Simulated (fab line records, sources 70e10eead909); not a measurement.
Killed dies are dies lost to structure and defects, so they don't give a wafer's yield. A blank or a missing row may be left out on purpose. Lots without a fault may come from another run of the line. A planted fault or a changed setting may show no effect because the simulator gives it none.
Which tool did it? | flow nand_harc | 23 lots, 69 wafers sampled, at 5 steps of a route of 1159

WHAT THE GAUGES READ, wafer by wafer
NHARC_A_CONTACT_OVL_MEAS_09. Usual: overlay_x_nm -0.2 nm, standard deviation 0.96; overlay_y_nm 0.1 nm, standard deviation 0.83.
lot  | measured     | on         | overlay_x_nm (nm) | overlay_y_nm (nm) | flag
L075 | day 17 00:32 | overlay-02 | -0.3 -0.6 -1.1    | -0.1 0.0 -0.1     |
L076 | day 17 00:52 | overlay-01 | 0.4 -0.1 -0.5     | -0.4 -0.5 -0.6    |
L074 | day 17 05:35 | overlay-02 | -0.2 -0.1 -0.7    | -0.4 -0.1 -0.4    |
L079 | day 17 13:53 | overlay-01 | -0.2 0.0 -0.3     | -0.1 0.0 -0.1     |
L078 | day 17 17:17 | overlay-02 | 0.4 1.2 1.8       | 0.4 0.6 0.9       |
L080 | day 17 20:58 | overlay-01 | 2.4 2.3 1.9       | 0.8 0.3 0.8       |
L077 | day 18 03:31 | overlay-01 | -1.8 -1.9 -1.6    | -1.5 -0.8 -0.8    |
L081 | day 18 12:05 | overlay-02 | -0.5 -0.2 -0.8    | 0.3 0.2 0.4       |
L083 | day 19 01:12 | overlay-02 | -1.2 -1.2 -0.7    | 0.9 1.1 1.7       |
L082 | day 19 01:01 | overlay-01 | 1.1 0.7 1.2       | 0.9 1.6 1.4       |
L084 | day 19 10:24 | overlay-01 | 0.0 0.6 0.2       | 0.9 1.0 0.8       |
L086 | day 20 04:55 | overlay-02 | -0.6 -0.6 -0.6    | 0.0 -0.1 -0.2     |
L087 | day 20 11:19 | overlay-01 | 0.6 0.5 0.6       | -0.7 -0.8 -0.8    |
L091 | day 20 23:41 | overlay-01 | -2.0 -1.8 -1.2    | 0.2 -0.1 0.2      |
L090 | day 21 01:08 | overlay-02 | 0.2 0.4 0.0       | 0.1 -0.7 -0.2     |
L089 | day 21 03:43 | overlay-02 | -1.7 -1.8 -1.8    | 1.6 1.2 2.0       |
L088 | day 21 08:11 | overlay-01 | 0.3 0.7 0.5       | -1.2 -0.3 -1.2    |
L093 | day 21 10:28 | overlay-01 | 0.3 0.5 0.3       | 0.7 1.1 0.7       |
L092 | day 21 15:34 | overlay-02 | -0.6 -1.2 -0.5    | 1.4 1.4 1.8       |
L096 | day 21 17:52 | overlay-02 | 0.6 0.2 0.5       | -0.4 -0.3 -0.4    |
L094 | day 21 16:47 | overlay-02 | -0.3 -0.5 -0.4    | -1.6 -1.0 -1.0    |
L095 | day 21 22:26 | overlay-02 | -0.3 -0.2 -0.6    | -0.7 -1.5 -0.8    |
L097 | day 22 20:13 | overlay-02 | -0.1 -0.9 -1.0    | 0.4 -0.1 -0.1     |

WHICH TOOL RAN EACH LOT (tool, then ch and the chambers of the sampled wafers, then the start)
lot  | NHARC_A_WL_FILL_CMP_12        | NHARC_A_CONTACT_DEP_29          | NHARC_A_CONTACT_ETCH_49                       | NHARC_A_CONTACT_ETCH_130
L075 | cmp-03 ch 0,2, day 16 05:41   | pecvd-04 ch 0,1,2, day 16 09:43 | rie_diel-12 ch 0,1,3, day 16 19:53 or earlier | har_cap_etch-02 ch 0,1, day 16 19:53
L076 | cmp-04 ch 1,2, day 16 06:04   | pecvd-04 ch 0,2, day 16 10:32   | rie_diel-01 ch 0,2,3, day 16 20:29 or earlier | har_cap_etch-03 ch 0,1, day 16 20:29
L074 | cmp-04 ch 0,1,3, day 16 10:01 | pecvd-01 ch 2, day 16 13:50     | rie_diel-01 ch 0,2,3, day 17 01:04 or earlier | har_cap_etch-01 ch 0,1, day 17 01:04
L079 | cmp-02 ch 2,3, day 16 19:16   | pecvd-02 ch 0,2, day 16 22:46   | rie_diel-11 ch 0,1,2, day 17 09:13 or earlier | har_cap_etch-03 ch 0, day 17 09:13
L078 | cmp-02 ch 0,1,3, day 16 21:42 | pecvd-02 ch 0,1,2, day 17 01:12 | rie_diel-11 ch 0,3, day 17 11:10 or earlier   | har_cap_etch-01 ch 0,1, day 17 11:10
L080 | cmp-03 ch 1,2,3, day 16 23:40 | pecvd-02 ch 0,2, day 17 03:50   | rie_diel-11 ch 0,1, day 17 14:45 or earlier   | har_cap_etch-03 ch 0,1, day 17 14:45
L077 | cmp-03 ch 1,2,3, day 17 06:43 | pecvd-01 ch 0,1, day 17 11:10   | rie_diel-11 ch 0,2,3, day 17 22:20 or earlier | har_cap_etch-03 ch 0,1, day 17 22:20
L081 | cmp-03 ch 2,3, day 17 17:45   | pecvd-04 ch 0,2, day 17 21:36   | rie_diel-12 ch 2,3, day 18 07:49 or earlier   | har_cap_etch-01 ch 0,1, day 18 07:49
L083 | cmp-02 ch 0,2,3, day 18 06:41 | pecvd-04 ch 0,1,2, day 18 10:02 | rie_diel-11 ch 0,1,2, day 18 20:47 or earlier | har_cap_etch-02 ch 0,1, day 18 20:47
L082 | cmp-03 ch 0,1,3, day 18 06:43 | pecvd-02 ch 1,2, day 18 10:05   | rie_diel-12 ch 0,2, day 18 20:05 or earlier   | har_cap_etch-03 ch 0,1, day 18 20:05
L084 | cmp-04 ch 0,3, day 18 15:46   | pecvd-02 ch 0,1, day 18 19:14   | rie_diel-11 ch 0,2,3, day 19 06:11 or earlier | har_cap_etch-01 ch 0,1, day 19 06:11
L086 | cmp-02 ch 1,3, day 19 09:41   | pecvd-01 ch 1,2, day 19 13:05   | rie_diel-12 ch 0,2,3, day 20 00:20 or earlier | har_cap_etch-02 ch 1, day 20 00:20
L087 | cmp-03 ch 0,2,3, day 19 14:32 | pecvd-02 ch 0,1, day 19 18:58   | rie_diel-11 ch 0,1,2, day 20 04:55 or earlier | har_cap_etch-03 ch 0,1, day 20 04:55
L091 | cmp-04 ch 1,2, day 19 22:53   | pecvd-02 ch 0,1, day 20 02:26   | rie_diel-01 ch 0,1, day 20 15:35 or earlier   | har_cap_etch-02 ch 0,1, day 20 15:35
L090 | cmp-02 ch 0,1,3, day 20 01:17 | pecvd-02 ch 0,1,2, day 20 04:37 | rie_diel-12 ch 0,2,3, day 20 18:01 or earlier | har_cap_etch-01 ch 0,1, day 20 18:01
L089 | cmp-04 ch 1,2,3, day 20 04:11 | pecvd-02 ch 0,2, day 20 08:21   | rie_diel-11 ch 1,2, day 20 20:27 or earlier   | har_cap_etch-03 ch 0, day 20 20:27
L088 | cmp-03 ch 0,3, day 20 05:32   | pecvd-01 ch 0,1,2, day 20 10:38 | rie_diel-11 ch 1,2, day 20 21:22 or earlier   | har_cap_etch-01 ch 0,1, day 20 21:22
L093 | cmp-04 ch 1,2,3, day 20 08:26 | pecvd-02 ch 1,2, day 20 13:20   | rie_diel-12 ch 0,1,3, day 21 02:15 or earlier | har_cap_etch-03 ch 0,1, day 21 02:15
L092 | cmp-03 ch 1,2,3, day 20 09:52 | pecvd-01 ch 0,1,2, day 20 16:41 | rie_diel-01 ch 1,2,3, day 21 09:34 or earlier | har_cap_etch-02 ch 0,1, day 21 09:34
L096 | cmp-02 ch 0,1,2, day 20 14:56 | pecvd-04 ch 0,1,2, day 20 19:37 | rie_diel-01 ch 1,2,3, day 21 13:18 or earlier | har_cap_etch-02 ch 0,1, day 21 13:18
L094 | cmp-03 ch 0,1,2, day 20 14:56 | pecvd-02 ch 1,2, day 20 19:28   | rie_diel-11 ch 0,2, day 21 11:31 or earlier   | har_cap_etch-01 ch 0, day 21 11:31
L095 | cmp-03 ch 0,2,3, day 20 19:43 | pecvd-04 ch 0,1, day 21 02:34   | rie_diel-01 ch 1,3, day 21 16:55 or earlier   | har_cap_etch-01 ch 0,1, day 21 16:55
L097 | cmp-03 ch 0,2, day 21 23:58   | pecvd-01 ch 1,2, day 22 05:03   | rie_diel-11 ch 1,2, day 22 14:53 or earlier   | har_cap_etch-02 ch 0,1, day 22 14:53
- NHARC_A_WL_FILL_CMP_12: polishes, t overpolish 30 s, target thk 75 nm.
- NHARC_A_CONTACT_DEP_29: deposits SiON, target thk 70 nm.
- NHARC_A_CONTACT_ETCH_49: etches the open film in N2/H2, target depth 260 nm, time 475.3 s.
- NHARC_A_CONTACT_ETCH_130: etches the open film in C4F8/O2/Ar, time 155 s, target depth 956 nm.

WHAT THE TOOLS THEMSELVES READ (means of the sampled wafers that have a number; where no wafer has one, the mark that the record gives instead)
NHARC_A_WL_FILL_CMP_12. Usual: motor_current_A 12.9 A, standard deviation 1.6; overpolish_run_s 30.000 s, standard deviation 0.0091; slurry_filter_dp_kPa 13.50 kPa, standard deviation 0.14; time_to_endpoint_s 16.6 s, standard deviation 1.9.
lot  | tool   | motor_current_A (A) | overpolish_run_s (s) | slurry_filter_dp_kPa (kPa) | time_to_endpoint_s (s) | flag
L075 | cmp-03 | 11.8                | 30.006               | 13.53                      | 13.9                   |
L076 | cmp-04 | 13.2                | 29.999               | 13.45                      | 15.0                   |
L074 | cmp-04 | 13.9                | 30.003               | 13.55                      | 13.9                   |
L079 | cmp-02 | 11.8                | 29.998               | 13.59                      | 17.2                   |
L078 | cmp-02 | 12.8                | 30.005               | 13.41                      | 14.9                   |
L080 | cmp-03 | 12.4                | 29.996               | 13.56                      | 17.8                   |
L077 | cmp-03 | 12.9                | 30.003               | 13.55                      | 18.4                   |
L081 | cmp-03 | 12.5                | 30.002               | 13.42                      | 19.1                   |
L083 | cmp-02 | 11.9                | 30.002               | 13.48                      | 18.2                   |
L082 | cmp-03 | 14.0                | 29.998               | 13.52                      | 15.8                   |
L084 | cmp-04 | 13.8                | 30.004               | 13.48                      | 13.7                   |
L086 | cmp-02 | 13.0                | 30.004               | 13.59                      | 17.0                   |
L087 | cmp-03 | 12.7                | 30.000               | 13.59                      | 17.7                   |
L091 | cmp-04 | 12.8                | 29.997               | 13.56                      | 16.4                   |
L090 | cmp-02 | 12.5                | 30.004               | 13.45                      | 14.7                   |
L089 | cmp-04 | 13.0                | 30.002               | 13.37                      | 16.0                   |
L088 | cmp-03 | 14.1                | 29.989               | 13.56                      | 18.5                   |
L093 | cmp-04 | 12.9                | 30.007               | 13.46                      | 16.7                   |
L092 | cmp-03 | 12.6                | 30.001               | 13.58                      | 16.4                   |
L096 | cmp-02 | 12.0                | 29.994               | 13.59                      | 18.1                   |
L094 | cmp-03 | 13.0                | 30.002               | 13.51                      | 14.6                   |
L095 | cmp-03 | 12.4                | 29.997               | 13.49                      | 19.6                   |
L097 | cmp-03 | 13.2                | 30.004               | 13.59                      | 15.3                   |

NHARC_A_CONTACT_DEP_29. Usual: heater_power_outer_w 457 W, standard deviation 39; heater_power_w 749 W, standard deviation 59; rf_fwd_power_W 348.3 W, standard deviation 1.3; susceptor_temp_C 400.04 C, standard deviation 0.21.
lot  | tool     | heater_power_outer_w (W) | heater_power_w (W) | rf_fwd_power_W (W) | susceptor_temp_C (C) | flag
L075 | pecvd-04 | 494                      | 799                | 349.1              | 400.15               |
L076 | pecvd-04 | 464                      | 752                | 349.1              | 400.07               |
L074 | pecvd-01 | 432                      | 678                | 348.0              | 400.13               |
L079 | pecvd-02 | 454                      | 695                | 347.0              | 399.85               |
L078 | pecvd-02 | 455                      | 750                | 346.9              | 400.18               |
L080 | pecvd-02 | 442                      | 695                | 348.1              | 400.29               |
L077 | pecvd-01 | 418                      | 718                | 347.2              | 399.82               |
L081 | pecvd-04 | 488                      | 788                | 348.7              | 399.96               |
L083 | pecvd-04 | 405                      | 673                | 349.3              | 400.13               |
L082 | pecvd-02 | 450                      | 760                | 348.5              | 400.12               |
L084 | pecvd-02 | 485                      | 766                | 348.3              | 400.19               |
L086 | pecvd-01 | 429                      | 710                | 348.9              | 400.09               |
L087 | pecvd-02 | 446                      | 726                | 347.5              | 400.18               |
L091 | pecvd-02 | 419                      | 688                | 350.1              | 400.17               |
L090 | pecvd-02 | 446                      | 724                | 348.1              | 400.03               |
L089 | pecvd-02 | 492                      | 772                | 347.5              | 400.00               |
L088 | pecvd-01 | 472                      | 781                | 348.2              | 399.82               |
L093 | pecvd-02 | 502                      | 817                | 347.5              | 400.11               |
L092 | pecvd-01 | 472                      | 779                | 348.4              | 400.14               |
L096 | pecvd-04 | 460                      | 752                | 348.8              | 399.96               |
L094 | pecvd-02 | 473                      | 780                | 347.9              | 400.02               |
L095 | pecvd-04 | 476                      | 797                | 348.6              | 400.00               |
L097 | pecvd-01 | 448                      | 729                | 348.5              | 399.95               |

NHARC_A_CONTACT_ETCH_49. Usual: drypump_motor_current_A 5.7 A, standard deviation 0.42; oes_product_au 1.000 a.u., standard deviation 0.0075; rf_fwd_power_W 399.3 W, standard deviation 1.2; rf_vpp_V 431.8 V, standard deviation 2.9; showerhead_plenum_p_Torr 2.09 Torr, standard deviation 0.1; throttle_valve_pct 14.172 %, standard deviation 0.0093.
lot  | tool        | drypump_motor_current_A (A) | oes_product_au (a.u.) | rf_fwd_power_W (W) | rf_vpp_V (V) | showerhead_plenum_p_Torr (Torr) | throttle_valve_pct (%) | flag
L075 | rie_diel-12 | 5.4                         | 0.993                 | 399.5              | 434.3        | 2.17                            | 14.166                 |
L076 | rie_diel-01 | 6.4                         | 0.996                 | 398.1              | 429.9        | 2.01                            | 14.176                 |
L074 | rie_diel-01 | 6.4                         | 0.995                 | 400.2              | 430.0        | 2.01                            | 14.169                 |
L079 | rie_diel-11 | 5.7                         | 0.997                 | 399.7              | 431.4        | 2.08                            | 14.166                 |
L078 | rie_diel-11 | 5.7                         | 1.008                 | 399.3              | 432.5        | 2.12                            | 14.170                 |
L080 | rie_diel-11 | 5.6                         | 1.008                 | 399.7              | 434.2        | 2.16                            | 14.179                 |
L077 | rie_diel-11 | 5.7                         | 1.004                 | 400.2              | 430.7        | 2.04                            | 14.167                 |
L081 | rie_diel-12 | 5.2                         | 1.001                 | 399.3              | 435.0        | 2.20                            | 14.165                 |
L083 | rie_diel-11 | 5.7                         | 1.002                 | 399.6              | 431.3        | 2.08                            | 14.171                 |
L082 | rie_diel-12 | 5.1                         | 0.991                 | 400.0              | 434.9        | 2.20                            | 14.174                 |
L084 | rie_diel-11 | 5.7                         | 1.003                 | 399.1              | 430.1        | 2.04                            | 14.172                 |
L086 | rie_diel-12 | 5.3                         | 0.999                 | 399.3              | 435.0        | 2.20                            | 14.165                 |
L087 | rie_diel-11 | 5.7                         | 1.002                 | 399.0              | 430.9        | 2.07                            | 14.172                 |
L091 | rie_diel-01 | 6.2                         | 1.001                 | 398.8              | 426.5        | 1.93                            | 14.176                 |
L090 | rie_diel-12 | 5.2                         | 0.994                 | 399.7              | 434.3        | 2.19                            | 14.174                 |
L089 | rie_diel-11 | 5.7                         | 1.005                 | 399.7              | 432.0        | 2.08                            | 14.171                 |
L088 | rie_diel-11 | 5.6                         | 0.999                 | 399.0              | 431.4        | 2.08                            | 14.172                 |
L093 | rie_diel-12 | 5.3                         | 1.004                 | 398.9              | 433.9        | 2.16                            | 14.174                 |
L092 | rie_diel-01 | 6.2                         | 1.005                 | 399.7              | 430.2        | 2.06                            | 14.170                 |
L096 | rie_diel-01 | 6.2                         | 0.999                 | 399.3              | 430.5        | 2.06                            | 14.180                 |
L094 | rie_diel-11 | 5.7                         | 1.010                 | 398.2              | 430.8        | 2.07                            | 14.176                 |
L095 | rie_diel-01 | 5.9                         | 1.013                 | 400.5              | 431.5        | 2.06                            | 14.174                 |
L097 | rie_diel-11 | 5.6                         | 0.998                 | 398.3              | 431.6        | 2.08                            | 14.167                 |

NHARC_A_CONTACT_ETCH_130. Usual: oes_air_line_au 1.000 a.u., standard deviation 0.019.
lot  | tool            | oes_air_line_au (a.u.) | flag
L075 | har_cap_etch-02 | 1.014                  |
L076 | har_cap_etch-03 | 0.998                  |
L074 | har_cap_etch-01 | 0.992                  |
L079 | har_cap_etch-03 | 1.002                  |
L078 | har_cap_etch-01 | 1.009                  |
L080 | har_cap_etch-03 | 1.022                  |
L077 | har_cap_etch-03 | 1.007                  |
L081 | har_cap_etch-01 | 0.994                  |
L083 | har_cap_etch-02 | 1.004                  |
L082 | har_cap_etch-03 | 1.002                  |
L084 | har_cap_etch-01 | 1.000                  |
L086 | har_cap_etch-02 | 1.008                  |
L087 | har_cap_etch-03 | 0.996                  |
L091 | har_cap_etch-02 | 1.016                  |
L090 | har_cap_etch-01 | 0.991                  |
L089 | har_cap_etch-03 | 0.964                  |
L088 | har_cap_etch-01 | 0.991                  |
L093 | har_cap_etch-03 | 1.006                  |
L092 | har_cap_etch-02 | 0.995                  |
L096 | har_cap_etch-02 | 0.990                  |
L094 | har_cap_etch-01 | 0.998                  |
L095 | har_cap_etch-01 | 1.007                  |
L097 | har_cap_etch-02 | 0.978                  |

THE ANSWER, worked out from the rows above alone
Rule: a lot is off if the mean of its wafers that have a number lies more than 3 standard deviations from the usual mean. A lot without any number at a reading at which 4 lots or more have one is off too. The other lots that the step has rows for count as sound. The gauges are gone through in route order, then the tools' own readings, and for those a lot's mean is taken as printed above. The first step at which some lot is off is used, and at that step the reading that is off furthest; a lot without a number counts as furthest.
No lot is off at any reading shown: from this, nothing can be told.

WHAT THE SIMULATOR HAD PUT IN
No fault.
